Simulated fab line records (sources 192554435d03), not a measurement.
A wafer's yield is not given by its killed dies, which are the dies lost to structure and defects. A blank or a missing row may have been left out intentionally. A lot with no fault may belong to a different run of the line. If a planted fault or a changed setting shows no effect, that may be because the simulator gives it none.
Struck lot and sound lot, side by side :: flow n5 finfet :: 37 steps out of a route of 1938
Sound: these wafers, L266.3, L266.5, L266.6. Struck: wafers L261.1, L261.5 (left out: L261.4, a lot-mate that was not struck); the cause follows at the end.
Per side, at each step with rows, come the tool, then ch with its chambers, and then its first start. Under that, the readings that differ: sound wafers :: struck wafers :: difference of the means :: sigmas: that difference in standard deviations of wafers without a fault.
alike: words and numbers the same on both sides, and readings whose means are apart by under 2 such deviations; not compared: readings that were withheld, readings missing a value for some wafer, numbers with overlapping values and no deviation given by the record, and bounds like >300 which may hide the same value.
Wherever a step has rows on one side only, a row that says differs or no value, or a row with sigmas, the two part there. Numbers that don't overlap but have no deviation are shown without sigmas and don't part them. A reading that every wafer of one side lacks parts them only if that side has two wafers or more.

first, 8 steps without rows for these wafers: N5_BEOL_M2_ECD_50 (material Cu, target thk 300 nm); N5_BEOL_M2_ANNEAL_51 (time 90 s); N5_BEOL_M2_CMP_52 (polishes, stops on SiOC, t overpolish 6.8 s, target thk 40 nm); N5_BEOL_M2_PRE_CLEAN_60 (time 15 s); N5_BEOL_M2_CO_CAP_55 (material Co, precursor CCTBA/H2, target thk 2 nm, time 102.1 s); N5_BEOL_M2_PRE_CLEAN_56 (time 15 s); N5_BEOL_M2_DEP_57 (deposits SiCN from 3MS/NH3, target thk 8 nm, time 14 s); N5_BEOL_M3_ILD_DEP_00 (deposits SiOC from DEMS/O2, target thk 79 nm, time 15.3 s).
N5_BEOL_M3_PECVD_72: deposits SiO2 from TEOS/O2, target thk 16 nm, time 18 s.
  sound on pecvd-03 ch 1,2, day 10 15:50; struck on pecvd-04 ch 0, day 9 12:33
reading: heater power w (W)
sound: 642 736 621
struck: 914 915
difference: +248
sigmas: +2

reading: susceptor temp C (C)
sound: 400.15 400.09 400.11
struck: 413.11 413.12
difference: +13.00
sigmas: +52

reading: model.SiO2_of_BEOL_M3_PECVD_72.thk nm (nm)
sound: 16 15.8 16
struck: 14.4 14.8
difference: -1.3
sigmas: 
  alike: showerhead plenum p Torr, throttle valve pct
then, 25 steps without rows for these wafers: N5_BEOL_M3_HM_DEP_02 (deposits TiN, target thk 20 nm); N5_BEOL_M3_COAT_61 (time 60 s, resist thk 60 nm); N5_BEOL_M3_COAT_62 (time 60 s, resist thk 12 nm); N5_BEOL_M3_COAT_73 (time 60 s, resist thk 5 nm); N5_BEOL_M3_COAT_05 (resist thk 30 nm); N5_BEOL_M3_EBR_07; N5_BEOL_M3_SOFTBAKE_06 (time 60 s); N5_BEOL_M3_EXPOSE_08 (exposes mask M3); N5_BEOL_M3_PEB_09 (peb time 60 s); N5_BEOL_M3_DEVELOP_10 (develop time 30 s); N5_BEOL_M3_DESCUM_16 (chemistry O2, time 7 s); N5_BEOL_M3_ETCH_74 (etches underlayer in N2/H2, target depth 6.5 nm, time 5.2 s); N5_BEOL_M3_ETCH_63 (etches SiARC in CF4, target depth 15.6 nm, time 26 s); N5_BEOL_M3_ETCH_64 (etches SOC in N2/H2, target depth 75 nm, overetch 15 nm, time 112.5 s); N5_BEOL_M3_STRIP_65 (strips in N2/H2); N5_BEOL_M3_STRIP_75 (strips in N2/H2); N5_BEOL_M3_STRIP_66 (strips in CF4); N5_BEOL_M3_HM_OPEN_17 (chemistry Cl2/BCl3, target TiN, target depth 20 nm, overetch 6 nm); N5_BEOL_M3_STRIP_19 (strips in O2); N5_BEOL_M3_COAT_67 (time 60 s, resist thk 60 nm); N5_BEOL_M3_COAT_68 (time 60 s, resist thk 12 nm); N5_BEOL_M3_COAT_76 (time 60 s, resist thk 5 nm); N5_BEOL_M3_COAT_22 (resist thk 30 nm); N5_BEOL_M3_EBR_24; N5_BEOL_M3_SOFTBAKE_23 (time 60 s).
N5_BEOL_M3_HM_STRIP_39: strips TiN in peroxide tin strip, target depth 25 nm, time 158 s.
  sound on wet bench-05 ch 1,4,5, day 10 22:23; struck on wet bench-02 ch 5,6, day 9 16:01
reading: model.SiO2_of_BEOL_M3_PECVD_72.thk nm (nm)
sound: 15.8 15.6 15.8
struck: 14.4 14.6
difference: -1.2
sigmas: 
N5_BEOL_M3_CMP_52: polishes, stops on SiOC, t overpolish 6.8 s, target thk 40 nm.
  sound on cmp-04 ch 0,1,3, day 11 02:05; struck on cmp-02 ch 1, day 9 19:17
reading: barrier field endpoint s (s)
sound: 24.4 24.1 24.6
struck: 22.5 22.5
difference: -1.9
sigmas: -3

reading: clearing platen down force psi (psi)
sound: 1.5015 1.4965 1.4958
struck: 1.5058 1.5052
difference: +0.0076
sigmas: +3
  alike: motor current A, retaining ring pressure frac, slurry filter dp kPa
  not compared: pad life wafers
N5_BEOL_M4_RC_MEAS_101:
  sound on prober-02 ch 0, day 11 09:20; struck on prober-01 ch 0, day 10 10:19
  alike: DIBL_N, DIBL_P, IOFF_N, IOFF_P, ION_N, ION_P, SS_N, SS_P, VT_N, VT_P

== WHERE THEY PART ==
Last at N5_BEOL_M3_CMP_52 as far as this record goes, first at N5_BEOL_M3_PECVD_72. Later steps at which nothing parts them and some readings are alike: N5_BEOL_M4_RC_MEAS_101.

WHY: whatever the simulator had introduced
pecvd-04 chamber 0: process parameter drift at N5_BEOL_M3_PECVD_72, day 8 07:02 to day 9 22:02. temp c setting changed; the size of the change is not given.
